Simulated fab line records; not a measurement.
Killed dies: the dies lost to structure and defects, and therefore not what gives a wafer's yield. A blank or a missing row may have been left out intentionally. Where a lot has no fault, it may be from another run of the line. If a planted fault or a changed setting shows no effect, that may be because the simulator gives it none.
Split-lot trial || flow n5Finfet || 21 wafers read across 7 lots, on a route 1938 steps long

ON THE SPLIT
At N5_FIN_CUT_EXPOSE_05 (exposes mask FIN CUT), the setting doseMj was moved away from the recipe's 45.75 on 5 of the 21 wafers read, by -6.9% to +7.1%. For the rest of the wafers, this setting stayed at what the recipe calls for.

FROM THE SPLIT TO THE READING: what the file shows between them, 2 steps
- N5_FIN_CUT_PEB_06: peb time 60 s
- N5_FIN_CUT_DEVELOP_07: develop time 30 s

THE READING
Shown in nm: cdNm at N5_FIN_CUT_CD_MEAS_08, with target cd 29.1 nm. A value of 29.13 nm with a standard deviation of 0.2 nm is what fault-free wafers of this fab line usually give.

{"wafer": "L076.2", "tool, chamber at the split": "euvScanner-02, 0", "doseMj as run": 45.75, "against the recipe": "recipe", "cdNm, nm": 29.25, "against lot-mates on the recipe": "-"}
{"wafer": "L076.4", "tool, chamber at the split": "euvScanner-02, 0", "doseMj as run": 47.03, "against the recipe": "+2.8%", "cdNm, nm": 29.64, "against lot-mates on the recipe": "+0.39"}
{"wafer": "L076.5", "tool, chamber at the split": "euvScanner-02, 0", "doseMj as run": 47.03, "against the recipe": "+2.8%", "cdNm, nm": 29.34, "against lot-mates on the recipe": "+0.09"}
{"wafer": "L078.4", "tool, chamber at the split": "euvScanner-01, 0", "doseMj as run": 45.75, "against the recipe": "recipe", "cdNm, nm": 29.04, "against lot-mates on the recipe": "-"}
{"wafer": "L078.5", "tool, chamber at the split": "euvScanner-01, 0", "doseMj as run": 42.58, "against the recipe": "-6.9%", "cdNm, nm": 28.18, "against lot-mates on the recipe": -0.77}
{"wafer": "L078.6", "tool, chamber at the split": "euvScanner-01, 0", "doseMj as run": 45.75, "against the recipe": "recipe", "cdNm, nm": 28.85, "against lot-mates on the recipe": "-"}
{"wafer": "L080.2", "tool, chamber at the split": "euvScanner-01, 0", "doseMj as run": 45.75, "against the recipe": "recipe", "cdNm, nm": 28.94, "against lot-mates on the recipe": "-"}
{"wafer": "L080.3", "tool, chamber at the split": "euvScanner-01, 0", "doseMj as run": 47.17, "against the recipe": "+3.1%", "cdNm, nm": 29.66, "against lot-mates on the recipe": "+0.53"}
{"wafer": "L080.4", "tool, chamber at the split": "euvScanner-01, 0", "doseMj as run": 45.75, "against the recipe": "recipe", "cdNm, nm": 29.33, "against lot-mates on the recipe": "-"}
{"wafer": "L087.1", "tool, chamber at the split": "euvScanner-01, 0", "doseMj as run": 45.75, "against the recipe": "recipe", "cdNm, nm": 29.23, "against lot-mates on the recipe": "-"}
{"wafer": "L087.2", "tool, chamber at the split": "euvScanner-01, 0", "doseMj as run": 45.75, "against the recipe": "recipe", "cdNm, nm": 29.08, "against lot-mates on the recipe": "-"}
{"wafer": "L087.5", "tool, chamber at the split": "euvScanner-01, 0", "doseMj as run": 45.75, "against the recipe": "recipe", "cdNm, nm": 29.33, "against lot-mates on the recipe": "-"}
{"wafer": "L088.1", "tool, chamber at the split": "euvScanner-01, 0", "doseMj as run": 45.75, "against the recipe": "recipe", "cdNm, nm": 29.13, "against lot-mates on the recipe": "-"}
{"wafer": "L088.2", "tool, chamber at the split": "euvScanner-01, 0", "doseMj as run": 49.02, "against the recipe": "+7.1%", "cdNm, nm": 30.51, "against lot-mates on the recipe": "+1.49"}
{"wafer": "L088.4", "tool, chamber at the split": "euvScanner-01, 0", "doseMj as run": 45.75, "against the recipe": "recipe", "cdNm, nm": 28.92, "against lot-mates on the recipe": "-"}
{"wafer": "L089.1", "tool, chamber at the split": "euvScanner-01, 0", "doseMj as run": 45.75, "against the recipe": "recipe", "cdNm, nm": 29.48, "against lot-mates on the recipe": "-"}
{"wafer": "L089.3", "tool, chamber at the split": "euvScanner-01, 0", "doseMj as run": 45.75, "against the recipe": "recipe", "cdNm, nm": 29.39, "against lot-mates on the recipe": "-"}
{"wafer": "L089.4", "tool, chamber at the split": "euvScanner-01, 0", "doseMj as run": 45.75, "against the recipe": "recipe", "cdNm, nm": 29.32, "against lot-mates on the recipe": "-"}
{"wafer": "L097.1", "tool, chamber at the split": "euvScanner-02, 0", "doseMj as run": 45.75, "against the recipe": "recipe", "cdNm, nm": 29.17, "against lot-mates on the recipe": "-"}
{"wafer": "L097.3", "tool, chamber at the split": "euvScanner-02, 0", "doseMj as run": 45.75, "against the recipe": "recipe", "cdNm, nm": 29.06, "against lot-mates on the recipe": "-"}
{"wafer": "L097.5", "tool, chamber at the split": "euvScanner-02, 0", "doseMj as run": 45.75, "against the recipe": "recipe", "cdNm, nm": 29.31, "against lot-mates on the recipe": "-"}

THE FIT
A straight line over all 21 wafers: cdNm changes by +0.158 nm for each +1% of doseMj; r = +0.91; the points scatter about the line by 0.18 nm.
The same after taking each lot's own level away (the mean of its wafers on the recipe; 21 wafers): +0.151 nm for each +1%; r = +0.91; scatter 0.17 nm.
On that fit, the largest move of doseMj shifts the reading by 1.1 nm.
Measured against the standard deviation above, the lots' own levels, which go from 28.945 to 29.397 nm, span 2.3 times it.
So the lot-to-lot level changes the slope little: the two slopes agree.
Check: +0.808 nm against its lot-mates is what the line predicts for one of the wafers moved furthest among these (+7.1%) when that wafer is left out of the fit. It came out at +1.49 nm against them.

THESE WAFERS: OTHER SPLITS
Before the reading, these wafers also passed through other splits. Each is held against what the fit with the lots' levels taken away leaves over:
{"other split on the same wafers": "N5_WELL_APT_COAT_02 spinRpm", "wafers away from the commonest value": 7, "r with cdNm (lot level and that fit taken away)": -0.22}

THE WHOLE CHAIN: every reading that the file lists as answering this split, in the file's order
{"step": "N5_FIN_CUT_CD_MEAS_08", "what it does": "target cd 29.1 nm", "reading": "cdNm", "change (the file's fit)": "+0.156 nm for each +1% of the setting", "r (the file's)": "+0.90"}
{"step": "N5_FIN_CUT_ETCH_30", "what it does": "etches underlayer in N2/H2, target depth 13 nm, time 10.4 s", "reading": "FIN_CUT.cdOffsetNm (the simulator's own value, which no gauge read)", "change (the file's fit)": "+0.162 nm for each +1% of the setting", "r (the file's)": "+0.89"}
{"step": "N5_FIN_CUT_ETCH_20", "what it does": "etches SiARC in CF4, target depth 26 nm, time 43.3 s", "reading": "FIN_CUT.cdOffsetNm (the simulator's own value, which no gauge read)", "change (the file's fit)": "+0.144 nm for each +1% of the setting", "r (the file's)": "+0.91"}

FILE'S OWN FIT
cdNm changes by +0.156 nm for each +1% of doseMj, r = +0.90.
